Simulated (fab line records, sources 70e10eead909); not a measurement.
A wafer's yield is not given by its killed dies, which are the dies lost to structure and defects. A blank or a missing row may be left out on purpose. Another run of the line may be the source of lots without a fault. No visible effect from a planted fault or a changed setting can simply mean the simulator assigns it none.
8D (eight disciplines) problem report, filled in by code -- flow nandHarc -- the parts of the form that need people (team, actions taken, sign-off) are left out

1. WHAT WENT WRONG
At NHARC_A_ONON_D2_THK_MEAS_30, thkNm averages 666 nm over 2 wafers from 2 lots, while fault-free wafers read 1000 nm, standard deviation 10. That is -33 standard deviations from the usual mean.
The step: measures by ellipsometry.
First seen on wafer L341.2, day 18 15:18, on filmMetro-01. At this step, 36 wafers from 12 lots have a number in the record. Rule for "out", or "out of limits": more than 4 standard deviations from the usual mean. Any other wafer with a number is counted as sound.

2. WHAT IT IS, AND WHAT IT ISN'T
question,is,is not
which readings at this step,thkNm,-
which lots,"L341, L342","L329, L330, L332, L333, L335, L343, L346, L348, L349, L351"
which wafers of those lots,"L341.2, L342.6","L341.3, L341.4, L342.3, L342.4"
read on which gauges,"filmMetro-01, filmMetro-02",-
when,from day 18 15:18,"up to then (17 sound wafers); but 17 sound wafers of L342, L343, L346, L348, L349, L351 came after"

3. THE SUSPECTS, EACH WITH WHAT RULES IT OUT
Counting: any tool at a process step up to the reading remains a suspect provided it ran every lot that is out. Sound lots after the first of them don't rule it out here, since some wafers of a struck lot are sound.
- ruled out: the gauge at NHARC_A_ONON_D2_THK_MEAS_30. 2 gauges (filmMetro-01, filmMetro-02) read the wafers that are out.
- pecvdOnon-03 at NHARC_A_ONON_D2_DEP_28 (target thk 1000 nm): kept. Ran every lot that is out, first one L341 (day 18 14:52); last sound lot up to then L333 (day 15 04:43).
Left after counting: pecvdOnon-03 at NHARC_A_ONON_D2_DEP_28.

4. THE CAUSE (what the simulator had put in)
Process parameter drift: pecvdOnon-03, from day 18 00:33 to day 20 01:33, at NHARC_A_ONON_D2_DEP_28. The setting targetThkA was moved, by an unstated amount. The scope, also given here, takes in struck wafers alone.
Only this tool survived the counting.

5. THE EFFECT CHAIN, in route order
Rows list readings where the struck wafers' mean (over those with a number) sits beyond 3 standard deviations from the usual. Readings are gone through only where the record gives a usual standard deviation; hours: the median, over the lots, of the time from a lot's start at the first step in this table giving one to that lot's start at this step; sigmas: the change measured in usual standard deviations.
hours,step,reading,usual,on struck wafers,change,sigmas
0,NHARC_A_ONON_D2_THK_MEAS_30,thkNm,1000 nm,666,-334,-33
268,NHARC_END_SORT_01,killedAtArray,52,674,+622,+39
268,NHARC_END_SORT_01,killedDies,57,677,+620,+39

6. HOW IT WOULD HAVE BEEN CAUGHT EARLIER
Counted from the fault's start at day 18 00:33, it took 15 hours until the first out-of-limits reading at a measuring or inspecting step in this record, taken at day 18 15:18.
Tool readings at NHARC_A_ONON_D2_DEP_28 with a usual standard deviation given in the record: none out on any struck wafer, hence no alarm at a limit of 4 standard deviations on them.
Among the 2 lots that are out, L342 began NHARC_A_ONON_D2_DEP_28 on pecvdOnon-03 after day 18 15:18. A tool hold placed at that time would have kept it from harm.
